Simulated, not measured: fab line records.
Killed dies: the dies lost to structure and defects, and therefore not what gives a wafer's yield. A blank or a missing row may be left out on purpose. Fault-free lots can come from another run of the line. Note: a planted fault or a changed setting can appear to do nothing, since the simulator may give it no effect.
Struck lot and sound lot, side by side | flow n5Finfet | 41 steps out of a route of 1938
Sound: wafers L907.2, L907.3, L907.6. Wafers struck: L908.2, L908.4, L908.5. The cause is given at the end.
At each step with rows: each side's tool, then ch and its chambers, then its first start. Under that, the readings that differ: sound wafers | struck wafers | difference of the means | sigmas: that difference in standard deviations of wafers without a fault.
alike: words and numbers the same on both sides, and readings whose means are apart by under 2 such deviations; not compared: readings that were withheld, readings missing a value for some wafer, numbers with overlapping values and no deviation given by the record, and bounds like >300 which may hide the same value.
Wherever a step has rows on one side only, a row that says differs or no value, or a row with sigmas, the two part there. When numbers do not overlap yet have no deviation, they are printed without sigmas and do not part them. A reading missing from all wafers of one side parts the sides only when that side holds two or more wafers.

first, 11 steps without rows for these wafers: N5_BEOL_M0_SAQP_SPACER1_ALD_98 (deposits SiO2, target thk 12.8 nm, pulse time 1 s, purge time 2 s); N5_BEOL_M0_SAQP_SPACER1_ETCHBACK_99 (etches SiO2 in CHF3/O2, target depth 15.4 nm, time 7.7 s); N5_BEOL_M0_SAQP_MANDREL1_REMOVE_100 (chemistry HBr/Cl2/O2, target a-Si, stops on SiNx, bt time 10 s); N5_BEOL_M0_SAQP_ETCH_101 (etches SiNx in CH3F/O2, target depth 29.9 nm, time 42.7 s); N5_BEOL_M0_SAQP_ETCH_102 (etches SiO2 in CF4, target depth 4 nm, time 4.4 s); N5_BEOL_M0_SAQP_MANDREL_ETCH_103 (etches a-Si in HBr/Cl2, stops on SiCN, target depth 45 nm, bt time 10 s, time 27 s); N5_BEOL_M0_SAQP_RECESS_104 (chemistry HF/NH3, target SiO2, target depth 18 nm, afs cycles 3, sublimation time 60 s); N5_BEOL_M0_SAQP_COAT_105 (time 60 s, resist thk 100 nm); N5_BEOL_M0_SAQP_ETCH_106 (etches SOC in N2/H2, stops on SiNx, target depth 150 nm); N5_BEOL_M0_SAQP_ETCH_107 (etches SiNx in CH3F/O2, target depth 30 nm); N5_BEOL_M0_SAQP_STRIP_108 (strips in N2/H2).
N5_BEOL_M0_SAQP_RECESS_109: chemistry HF/NH3, target SiO2, target depth 3 nm, afs cycles 1, sublimation time 60 s.
  sound on vaporEtch-01 ch 0,1, day 6 19:54; struck on vaporEtch-01 ch 0,1, day 7 07:17
  alike: drypumpMotorCurrentA, sublimationTempC
then, 12 steps without rows for these wafers: N5_BEOL_M0_SAQP_SPACER2_ALD_26 (deposits SiO2, target thk 15 nm, pulse time 1 s, purge time 2 s); N5_BEOL_M0_SAQP_SPACER2_ETCHBACK_27 (etches SiO2 in CHF3/O2, target depth 22.5 nm, time 11.25 s); N5_BEOL_M0_SAQP_MANDREL2_REMOVE_110 (chemistry HBr/Cl2/O2, target a-Si, stops on SiCN, bt time 10 s); N5_BEOL_M0_SAQP_COAT_69 (time 60 s, resist thk 90 nm); N5_BEOL_M0_SAQP_COAT_72 (time 60 s, resist thk 15 nm); N5_BEOL_M0_SAQP_COAT_87 (time 60 s, resist thk 5 nm); N5_BEOL_M0_SAQP_COAT_34 (resist thk 30 nm); N5_BEOL_M0_SAQP_EBR_36; N5_BEOL_M0_SAQP_SOFTBAKE_35 (time 60 s); N5_BEOL_M0_SAQP_EXPOSE_37 (exposes mask M0 CUT1, target cd 30 nm); N5_BEOL_M0_SAQP_PEB_38 (peb time 60 s); N5_BEOL_M0_SAQP_DEVELOP_39 (develop time 30 s).
N5_BEOL_M0_SAQP_INSPECT_42: inspects for defects (brightfield).
  sound: defectInspect-02 at day 6 21:19; struck: defectInspect-02 at day 7 08:43
reading        | sound       | struck      | difference | sigmas
rawDefectCount | 291 347 302 | 836 713 703 | +437       | +4
then, 13 steps without rows for these wafers: N5_BEOL_M0_SAQP_DESCUM_45 (chemistry O2, time 7 s); N5_BEOL_M0_SAQP_ETCH_88 (etches underlayer in N2/H2, target depth 6.5 nm, time 5.2 s); N5_BEOL_M0_SAQP_ETCH_73 (etches SiARC in CF4, target depth 19.5 nm, time 32.5 s); N5_BEOL_M0_SAQP_CUT_ETCH_46 (etches SOC in N2/H2, target depth 135 nm, overetch 27 nm, time 202.5 s); N5_BEOL_M0_SAQP_STRIP_74 (strips in N2/H2); N5_BEOL_M0_SAQP_STRIP_89 (strips in N2/H2); N5_BEOL_M0_SAQP_ALD_48 (deposits SiO2, target thk 20 nm, pulse time 1 s, co reactant pulse time 1 s); N5_BEOL_M0_SAQP_ETCH_49 (etches SiO2 in CF4/O2, target depth 37 nm); N5_BEOL_M0_SAQP_STRIP_75 (strips in CF4); N5_BEOL_M0_CUTY_COAT_50 (time 60 s, resist thk 15 nm); N5_BEOL_M0_CUTY_COAT_51 (resist thk 150 nm); N5_BEOL_M0_CUTY_EBR_52; N5_BEOL_M0_CUTY_SOFTBAKE_53 (time 60 s).
N5_BEOL_M0_CUTY_INSPECT_59: inspects for defects (macro).
  sound: defectInspect-02 at day 6 22:37; struck: defectInspect-02 at day 7 10:06
reading        | sound | struck         | difference | sigmas
rawDefectCount | 0 3 1 | >300 >300 >300 | differs    | 
-- a jump in the record: the struck wafers' starts before and after are 3 days apart (it breaks off in module BEOL_M0_CUTY and resumes in module BEOL_M4, where the first step shown is number 1111 of the route) --
N5_BEOL_M4_RC_MEAS_101:
  sound on prober-02 ch 0, day 10 07:04; struck on prober-02 ch 0, day 10 10:37
  alike: DIBL_N, DIBL_P, IOFF_N, IOFF_P, ION_N, ION_P, SS_N, SS_P, VT_N, VT_P
-- the record jumps here: 5 days lie between the struck wafers' starts before and after (it left off in module BEOL_M4 and takes up again in module PASSIVATION, whose first step shown is number 1936 of the route) --
N5_PASSIVATION_PROBE_49:
  sound: prober-02 at day 15 20:04; struck: prober-02 at day 15 06:16
reading                 | sound          | struck         | difference | sigmas
defectLimitedYield (%)  | 89.7 93.6 91.9 | 87.8 82.5 84.9 | -6.7       | -5
killed_at_M0_to_M3      | 63 21 24       | 80 156 135     | +88        | +9
killedAtContacts        | 24 29 33       | 14 4 5         | -21        | -3
killedDies              | 122 76 96      | 144 206 178    | +78        | +5
killedOnRim             | 21 6 11        | 29 27 19       | +12        | +3
sort_bin_5_function (%) | 5.6 3.6 5.1    | 7.1 11.6 10.0  | +4.8       | +5
sortNPass               | 1058 1101 1084 | 1036 974 1002  | -77        | -5
sortYieldPct (%)        | 89.7 93.3 91.9 | 87.8 82.5 84.9 | -6.6       | -5
  alike: killed_at_M4_up, killedAtFrontEnd, killedAtOther, killedOpen, killedShort, sort_bin_6_memory, sort_bin_8_speed

## WHERE THEY PART
Earliest at N5_BEOL_M0_SAQP_INSPECT_42; latest, in this record, at N5_PASSIVATION_PROBE_49.

WHY: the cause the simulator had injected
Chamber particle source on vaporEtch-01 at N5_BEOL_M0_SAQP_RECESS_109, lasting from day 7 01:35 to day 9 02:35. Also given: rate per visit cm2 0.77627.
